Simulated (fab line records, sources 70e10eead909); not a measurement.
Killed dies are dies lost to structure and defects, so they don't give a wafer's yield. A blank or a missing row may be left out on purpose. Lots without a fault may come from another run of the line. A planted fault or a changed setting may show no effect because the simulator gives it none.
A struck lot beside a sound one | flow nand_harc | 15 steps out of a route of 1159
Sound: wafers L447.3, L447.4, L447.6. Struck: wafers L454.1, L454.4, L454.5. The cause comes at the end.
At each step with rows: each side's tool, then ch and its chambers, then its first start. Under that, the readings that differ: sound wafers | struck wafers | difference of the means | sigmas: that difference in standard deviations of wafers without a fault.
alike: readings whose means differ by less than 2 such deviations, and words and numbers that are the same on both sides. not compared: withheld readings, readings that some wafer has no value for, bounds like >300 that may hide the same value, and numbers for which the record gives no deviation and whose values overlap.
The two part at a step that has a row with sigmas, a row that says differs or no value, or rows on one side only. Numbers that don't overlap but have no deviation are shown without sigmas and don't part them. A reading that every wafer of one side lacks parts them only if that side has two wafers or more.

first, 4 steps without rows for these wafers: NHARC_P_M2_EBR_05; NHARC_P_M2_EXPOSE_06 (exposes mask P M2, target cd 170 nm); NHARC_P_M2_PEB_07 (peb time 65 s); NHARC_P_M2_DEVELOP_08 (develop time 35 s).
NHARC_P_M2_CD_MEAS_09: target cd 170 nm.
  sound on cd_sem-03 ch 0, day 8 07:26; struck on cd_sem-03 ch 0, day 10 00:38
  alike: cd_nm
NHARC_P_M2_OVL_MEAS_10: pitch 340 nm.
  sound on overlay-01, day 8 07:31; struck on overlay-02, day 10 00:43
  alike: overlay_x_nm, overlay_y_nm
NHARC_P_M2_INSPECT_11:
  sound on defect_inspect-02, day 8 07:33; struck on defect_inspect-01, day 10 00:45
  alike: raw_defect_count
NHARC_P_M2_DESCUM_14: chemistry O2, time 3 s.
  sound on rie_diel-01 ch 1,2, day 8 07:37; struck on rie_diel-01 ch 1,2, day 10 00:50
  alike: drypump_motor_current_A, oes_product_au, rf_vpp_V, showerhead_plenum_p_Torr, throttle_valve_pct
  not compared: rf_hours_counter_h
NHARC_P_M2_ETCH_35: etches the open film in N2/H2, target depth 40 nm, overetch 12 nm, time 43.94 s.
  sound on rie_diel-01 ch 0,3, day 8 07:44; struck on rie_diel-01 ch 0,1,2, day 10 00:55
  alike: bias_w, chamber_pressure_mTorr, drypump_motor_current_A, oes_product_au, rf_vpp_V, showerhead_plenum_p_Torr, throttle_valve_pct
  not compared: rf_hours_counter_h
NHARC_P_M2_ETCH_15: etches the open film in C4F8/Ar, target depth 182.5 nm, time 91.2 s.
  sound on rie_diel-01 ch 0,2,3; struck on rie_diel-01 ch 0,1,2
  alike: bias_w, chamber_pressure_mTorr, oes_product_au, rf_vpp_V
  not compared: rf_hours_counter_h
NHARC_P_M2_CD_MEAS_16:
  sound on cd_sem-03, day 8 07:59; struck on cd_sem-03, day 10 01:10
  alike: cd_nm
NHARC_P_M2_STRIP_18: strips in N2/H2.
  sound on rie_diel-10 ch 1,2,3, day 8 08:07; struck on rie_diel-10 ch 1,3, day 10 01:16
  alike: drypump_motor_current_A, oes_product_au, rf_vpp_V, showerhead_plenum_p_Torr, throttle_valve_pct
  not compared: rf_hours_counter_h
NHARC_P_M2_ETCH_28: etches the open film in CF4/N2, target depth 30 nm, time 72.99 s.
  sound on rie_diel-10 ch 0,3, day 8 08:19; struck on rie_diel-10 ch 0,2,3, day 10 01:29
  no value came back on the struck wafers for any of 8 readings (bias_w (W), cf4_flow_sccm (sccm) and others); on the sound wafers bias_w (W) reads 99.9 99.4 99.6
  not compared: rf_hours_counter_h
then, 1 step without rows for these wafers: NHARC_P_M2_STRIP_19 (strips in post etch residue remover, time 600 s).
-- the record jumps here: 14 days lie between the struck wafers' starts before and after (it left off in module P_M2 and takes up again in module END, whose first step shown is number 1159 of the route) --
NHARC_END_SORT_01:
  sound on prober-02 ch 0, day 21 12:02; struck on prober-01 ch 0, day 23 15:48
  reading                  | sound          | struck         | difference | sigmas
  defect_limited_yield (%) | 96.8 98.2 97.6 | 0 0 0          | -98        | -57
  killed_at_periphery      | 3 3 2          | 653 648 648    | +647       | +99 or more
  killed_dies              | 22 12 16       | 677 677 677    | +660       | +60
  sort_bin_2_pct (%)       | 0.9 0.6 0.9    | 96.8 96.3 96.8 | +95.8      | +99 or more
  sort_n_pass              | 655 665 661    | 0 0 0          | -660       | -60
  sort_rim_yield_pct (%)   | 97 99 98       | 0 0 0          | -98        | -31
  sort_yield_pct (%)       | 96.8 98.2 97.6 | 0 0 0          | -98        | -57
  alike: killed_at_array, killed_at_other, killed_open, killed_short, sort_bin_3_pct, sort_bin_4_pct

WHERE THEY PART
First at NHARC_P_M2_ETCH_28; last, within this record, at NHARC_END_SORT_01.

WHY: what the simulator had put in
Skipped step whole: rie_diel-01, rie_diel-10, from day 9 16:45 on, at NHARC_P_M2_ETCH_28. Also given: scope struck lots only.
